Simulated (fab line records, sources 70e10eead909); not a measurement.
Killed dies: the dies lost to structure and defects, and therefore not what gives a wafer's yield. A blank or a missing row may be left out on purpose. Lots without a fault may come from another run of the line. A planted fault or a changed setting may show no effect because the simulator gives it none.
Chamber matching -- flow nand_harc -- NHARC_A_CONTACT_ETCH_102 on rie_diel-03: 4 sister chambers
The step etches the open film in CF4/O2, target depth 70 nm, overetch 7 nm, time 38.5 s. 4 wafers are shown with their chamber, then 9 later ones without.

== WAFERS, EACH WITH ITS CHAMBER ==
wafer,chamber,showerhead_plenum_p_Torr (Torr)
L086.2,2,1.25
L086.4,1,1.39
L087.5,3,1.32
L087.6,0,1.32

== WAFERS MISSING THEIR CHAMBER ==
wafer,showerhead_plenum_p_Torr (Torr)
L088.1,1.39
L088.4,1.32
L088.5,1.32
L091.1,1.31
L091.2,1.39
L091.5,1.24
L096.2,1.24
L096.4,1.32
L096.6,1.39

== THE CHAMBER EACH PASSED THROUGH ==
wafer,from the rows above,in truth
L088.1,1,1
L088.4,can't be placed: 0 or 3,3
L088.5,can't be placed: 0 or 3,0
L091.1,can't be placed: 0 or 3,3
L091.2,1,1
L091.5,2,2
L096.2,2,2
L096.4,can't be placed: 0 or 3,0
L096.6,1,1
Placed correctly: 5 of 9. Not placeable from these rows: 4 (in 4, the candidates include the true chamber). Wrongly placed: 0.
How it was worked out, from the rows above alone: a wafer's distance from a chamber is the root of the sum, over the readings, of the square of ((its reading less the chamber's mean) divided by the reading's scatter). If the next closest chamber is less than 2 further off than the closest, the wafer can't be placed; otherwise it belongs to the closest. Each chamber's mean is taken over the wafers shown for it. The scatter: with one shown wafer a chamber, the root of the mean of the squares of how far each hidden wafer lies from its nearest shown one.
